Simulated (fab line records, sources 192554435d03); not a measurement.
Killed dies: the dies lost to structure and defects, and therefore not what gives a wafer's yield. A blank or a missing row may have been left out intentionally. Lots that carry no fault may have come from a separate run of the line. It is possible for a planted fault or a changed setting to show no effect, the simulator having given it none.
fab line records	flow n5Finfet
record lots=7	wafers=21
route steps=1938 shown BEOL_M15@1801 PASS1_DEP@1831 MIM_TOP@1835 PASSIVATION@1930
startH: hours from the record's opening day to when the first of the lot's shown wafers began	waitH: hours elapsed since this lot's preceding step	" repeats the value in the row above	L1.1+2: a single row standing in for several wafers	- no value present, or no start provided	* or withheld: withheld	< > ~ a bound
route shown NAME@n: a module of which the file shows steps, and the number in the route of the first	usual: mean and standard deviation over wafers with no fault	same: alike in all rows	chamber/n: place in a boat	sites: readings site by site	_std_site: standard deviation across them	_edge_site: inner sites' mean taken away from outer sites' mean	radiusMm: for every site, how far away it sits from the centre of the wafer	mask NAME#n: copy n	behind: the most recent tool/chamber to have shaped the wafer	hold: cause of the lot's hold/its duration in hours/its outcome	device: whichever transistor did not switch (one of n, p or np)	end of line: the route-end tests of the same wafers	for a step that has no rows: nothing shown but its recipe	killed: count of dies lost to structure and defects at first sort (not the wafer's yield)	map: dies across one wafer; x = killed, . = not, _ = none there
set.NAME: the setting as run; set.NAME@STEP: as run at that earlier step	model.NAME: the simulator's own value behind a step, which no gauge read
lots whose settings were changed on purpose; a table a step, a row a wafer
## steps
# step N5_BEOL_M15_PEB_26
# recipe pebTempC=130	pebTimeS=90
lot.wafer	tool	chamber	startH	waitH	set.pebTempC
L074.1+2+3	lithoTrack-05	0	250.57	0.1	130
L078.1+5	lithoTrack-05	0	278.65	0.1	128.1
L078.3	"	0	"	"	130
L077.3+5	lithoTrack-05	0	279.20	0.0	130
L077.4	"	0	"	"	131.3
L080.1+2	lithoTrack-01	0	311.94	0.1	131
L080.3	"	0	"	"	130
L084.4	lithoTrack-05	0	327.40	0.0	130
L084.5+6	"	0	"	"	133.6
L088.1+5	lithoTrack-05	0	369.24	0.1	132.6
L088.2	"	0	"	"	130
L096.2+3+6	lithoTrack-01	0	406.74	0.0	130
# step N5_BEOL_M15_DEVELOP_27
# recipe developTimeS=45	rinseLiquid=diw	dry=airSpin	devTempC=21
# step N5_BEOL_M15_HARDBAKE_32
# recipe tempC=130	timeS=120
# step N5_BEOL_M15_CD_MEAS_28
# recipe targetCdNm=407.6	landingEnergyEv=500	detector=seInlens
# usual cdNm=407.1/2.2
lot.wafer	tool	chamber	startH	waitH	set.pebTempC@BEOL_M15_PEB_26	cdNm
L074.1	cdSem-02	0	250.68	-	130	408.8
L074.2	"	0	"	"	130	406.2
L074.3	"	0	"	"	130	404.1
L078.1	cdSem-01	0	278.77	-	128.1	397.3
L078.3	"	0	"	"	130	411.0
L078.5	"	0	"	"	128.1	395.9
L077.3	cdSem-01	0	279.32	-	130	405.5
L077.4	"	0	"	"	131.3	412.9
L077.5	"	0	"	"	130	409.3
L080.1	cdSem-01	0	312.06	-	131	410.6
L080.2	"	0	"	"	131	410.7
L080.3	"	0	"	"	130	407.2
L084.4	cdSem-02	0	327.51	-	130	404.2
L084.5	"	0	"	"	133.6	420.6
L084.6	"	0	"	"	133.6	418.2
L088.1	cdSem-03	0	369.35	-	132.6	412.8
L088.2	"	0	"	"	130	402.4
L088.5	"	0	"	"	132.6	416.5
L096.2	cdSem-02	0	406.85	-	130	410.4
L096.3	"	0	"	"	130	409.4
L096.6	"	0	"	"	130	409.8
# step N5_BEOL_M15_DESCUM_33
# recipe chemistry=O2	timeS=7.9	sourcePowerW=50	biasPowerW=20	pressureMtorr=20	rfFrequencyHz=2.712e+07	tempC=40	o2FlowSccm=225
lot.wafer	tool	chamber	startH	waitH	set.pebTempC@BEOL_M15_PEB_26	model.BEOL_M15.cdNm
L074.1	rieDiel-03	1	250.87	0.1	130	408.6
L074.2	"	0	"	"	130	405.8
L074.3	"	3	"	"	130	404.6
L078.1	rieDiel-03	0	282.14	3.3	128.1	397.6
L078.3	"	2	"	"	130	410.6
L078.5	"	1	"	"	128.1	396
L077.3	rieDiel-03	2	282.39	3.0	130	405.8
L077.4	"	3	"	"	131.3	412.6
L077.5	"	1	"	"	130	409.2
L080.1	rieDiel-05	2	312.15	0.0	131	410.4
L080.2	"	3	"	"	131	411.2
L080.3	"	0	"	"	130	407.2
L084.4	rieDiel-03	3	327.60	0.0	130	404.4
L084.5	"	1	"	"	133.6	420.6
L084.6	"	0	"	"	133.6	417.6
L088.1	rieDiel-06	2	369.44	0.0	132.6	412.4
L088.2	"	1	"	"	130	402.4
L088.5	"	2	"	"	132.6	416
L096.2	rieDiel-05	3	406.94	0.0	130	410.8
L096.3	"	2	"	"	130	409.2
L096.6	"	3	"	"	130	409.8
# step N5_BEOL_M15_ETCH_61
# recipe chemistry=N2/H2	target=BARC	targetDepthA=890	overetchA=267	timeS=67.9	ionEnergyEv=200	pressureMtorr=30	sourceW=840	biasW=150	n2FlowSccm=200	h2FlowSccm=200
lot.wafer	tool	chamber	startH	waitH	set.spinRpm@BEOL_M15_COAT_22	set.pebTempC@BEOL_M15_PEB_26	model.BEOL_M15.cdNm	model.coat_of_BEOL_M15_COAT_22.thkNm
L074.1	rieDiel-03	1	250.90	0.0	1704	130	398.6	718.8
L074.2	"	0	"	"	1704	130	398.4	713.4
L074.3	"	3	"	"	1704	130	396.8	719.2
L078.1	rieDiel-03	0	282.18	0.0	1704	128.1	389.6	715.8
L078.3	"	2	"	"	1704	130	402.2	716
L078.5	"	1	"	"	1704	128.1	386.8	718.2
L077.3	rieDiel-03	2	282.42	0.0	1803	130	397.6	695.8
L077.4	"	3	"	"	1704	131.3	405.2	721.2
L077.5	"	1	"	"	1803	130	400.8	702.8
L080.1	rieDiel-05	2	312.18	0.0	1704	131	402.6	723.2
L080.2	"	3	"	"	1577	131	404.8	750.8
L080.3	"	0	"	"	1704	130	399.4	722
L084.4	rieDiel-03	3	327.63	0.0	1704	130	397	718
L084.5	"	1	"	"	1843	133.6	412.2	693
L084.6	"	0	"	"	1704	133.6	410.8	717
L088.1	rieDiel-06	2	369.48	0.0	1575	132.6	404	748.8
L088.2	"	1	"	"	1704	130	393.8	715.4
L088.5	"	2	"	"	1704	132.6	407.4	716.8
L096.2	rieDiel-05	3	406.98	0.0	1704	130	405.6	715.6
L096.3	"	2	"	"	1704	130	402.4	718.6
L096.6	"	3	"	"	1704	130	404	715
# step N5_PASSIVATION_PECVD_00
# recipe material=SiO2	targetThkA=2000	tempC=400	precursor=SiH4/N2O	pressureTorr=2.7	rfW=608	timeS=11.2
lot.wafer	tool	chamber	startH	waitH	set.timeS	model.SiO2_of_PASSIVATION_PECVD_00.thkNm
L074.1	pecvd-04	0	255.79	0.8	11.2	199.2
L074.2	"	1	"	"	11.2	196.8
L074.3	"	2	"	"	11.2	196
L078.1	pecvd-01	0	285.31	0.8	11.2	199.8
L078.3	"	2	"	"	11.2	196.6
L078.5	"	0	"	"	11.2	200.6
L077.3	pecvd-03	2	285.59	0.5	11.2	200.4
L077.4	"	0	"	"	11.2	201
L077.5	"	2	"	"	11.2	204.2
L080.1	pecvd-04	2	316.83	0.8	11.2	201.6
L080.2	"	1	"	"	10.15	178.2
L080.3	"	0	"	"	11.2	202.2
L084.4	pecvd-04	1	333.74	0.4	11.2	202
L084.5	"	2	"	"	11.2	207
L084.6	"	0	"	"	12.83	236.2
L088.1	pecvd-01	1	375.00	0.8	11.2	198.8
L088.2	"	2	"	"	11.2	202.6
L088.5	"	0	"	"	11.2	204.4
L096.2	pecvd-01	2	410.32	0.7	11.2	204.4
L096.3	"	1	"	"	11.2	199.2
L096.6	"	2	"	"	11.2	205.8
# step N5_MIM_TOP_ALD_01
# recipe material=HfO2	targetThkA=56	tempC=withheld	aldPrecursorFamily=Hf-amide	aldCoReactant=O3	pulseTimeS=1	purgeTimeS=3	coReactantPurgeTimeS=2	coReactantPulseTimeS=3	aldCycles=62
lot.wafer	tool	chamber	startH	waitH	set.aldCycles	model.HfO2_of_MIM_TOP_ALD_01.thkNm
L074.1	aldHk-02	2	-	-	67	6.2
L074.2+3	"	0,3	"	"	62	5.6
L078.1+3	aldHk-03	3,2	-	-	62	5.6
L078.5	"	2	"	"	59	5.4
L077.3	aldHk-01	3	-	-	62	5.6
L077.4+5	"	0,2	"	"	69	6.2
L080.1	aldHk-01	1	-	-	62	5.6
L080.2+3	"	3,2	"	"	67	6
L084.4+6	aldHk-03	3,0	-	-	62	5.6
L084.5	"	1	"	"	68	6.2
L088.1+5	aldHk-02	2,0	-	-	62	5.6
L088.2	"	0	"	"	67	6
L096.2+3+6	aldHk-02	2,0,0	-	-	62	5.6
# step N5_PASSIVATION_ETCH_54
# recipe chemistry=CHF3/O2	target=SiO2	targetDepthA=8800	CHF3_flow_sccm=50	O2_flow_sccm=5	Ar_flow_sccm=200	timeS=440	maskMaterial=PR	pressureMtorr=30	sourceW=650	biasW=170	ionEnergyEv=200
lot.wafer	tool	chamber	startH	waitH	set.sourceW
L074.1+2+3	rieDiel-01	3,0,1	265.51	0.1	650
L078.1+3+5	rieDiel-04	2,0,0	294.01	0.1	650
L077.3+4	rieDiel-02	0,3	298.00	0.1	720.4
L077.5	"	3	"	"	650
L080.1+2	rieDiel-01	3,2	335.03	0.1	741.1
L080.3	"	0	"	"	650
L084.4	rieDiel-04	3	347.78	0.1	650
L084.5+6	"	0,1	"	"	755.5
L088.1+2+5	rieDiel-01	3,1,0	386.19	0.1	650
L096.2+3+6	rieDiel-02	3,1,3	421.53	0.1	650
# step N5_PASSIVATION_PROBE_49
# usual sort_bin_8_speed=0/0
lot.wafer	tool	chamber	startH	waitH	set.timeS@BEOL_M11_PECVD_70	set.sourceW@PASSIVATION_ETCH_54	set.platenRpm@BEOL_M5_CMP_52	sort_bin_8_speed[%]
L074.1	prober-02	-	268.29	0.0	20.25	650	49.54	0
L074.2	prober-02	-	268.34	0.1	20.25	650	49.54	0
L074.3	prober-02	-	268.39	0.1	20.25	650	49.54	0
L078.1	prober-01	-	296.78	0.0	21.79	650	50.83	0
L078.3	prober-01	-	296.88	0.1	21.79	650	50.83	0
L078.5	prober-01	-	296.98	0.2	22.7	650	50	0
L077.3	prober-01	-	300.88	0.1	22.7	720.4	50	0.17
L077.4	prober-01	-	300.93	0.2	19.54	720.4	50	0
L077.5	prober-01	-	300.98	0.2	22.7	650	50	0.25
L080.1	prober-02	-	337.80	0.0	22.7	741.1	49.09	0
L080.2	prober-02	-	337.85	0.1	20.96	741.1	50	0
L080.3	prober-02	-	337.90	0.1	20.96	650	49.09	0
L084.4	prober-01	-	350.71	0.2	22.7	650	50	0.08
L084.5	prober-01	-	350.76	0.2	22.7	755.5	50	0
L084.6	prober-01	-	350.81	0.3	22.7	755.5	50	0
L088.1	prober-02	-	388.97	0.0	22.7	650	50	0
L088.2	prober-02	-	389.02	0.1	22.7	650	50	0
L088.5	prober-02	-	389.17	0.2	22.7	650	50	0
L096.2	prober-02	-	424.37	0.1	22.7	650	50	0
L096.3	prober-02	-	424.42	0.1	22.7	650	50	0
L096.6	prober-02	-	424.57	0.3	22.7	650	50	0
## key
split step=N5_BEOL_M15_PEB_26	setting=pebTempC	stated=130	by=wafer
response step=N5_BEOL_M15_CD_MEAS_28	reading=cdNm	change=+6.21	per=1%	r=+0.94
response step=N5_BEOL_M15_DESCUM_33	reading=model.BEOL_M15.cdNm	change=+6	per=1%	r=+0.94
response step=N5_BEOL_M15_ETCH_61	reading=model.BEOL_M15.cdNm	change=+6.09	per=1%	r=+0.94
split step=N5_PASSIVATION_PECVD_00	setting=timeS	stated=11.2	by=wafer
response step=N5_PASSIVATION_PECVD_00	reading=model.SiO2_of_PASSIVATION_PECVD_00.thkNm	change=+2.28	per=1%	r=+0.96
split step=N5_MIM_TOP_ALD_01	setting=aldCycles	stated=62	by=wafer
response step=N5_MIM_TOP_ALD_01	reading=model.HfO2_of_MIM_TOP_ALD_01.thkNm	change=+0.0565	per=1%	r=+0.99
split step=N5_PASSIVATION_ETCH_54	setting=sourceW	stated=650	by=wafer
response step=N5_PASSIVATION_PROBE_49	reading=sort_bin_8_speed	slope=-0.00599	per=1%	togetherWith=timeS@BEOL_M11_PECVD_70,platenRpm@BEOL_M5_CMP_52	explained=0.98
split outsideThisFile step=N5_BEOL_M5_CMP_52 setting=platenRpm
split outsideThisFile step=N5_BEOL_M11_PECVD_70 setting=timeS
split outsideThisFile step=N5_BEOL_M15_COAT_22 setting=spinRpm
# split outsideThisFile: this setting was split too, and the file shows its column; the key of that split is in another file
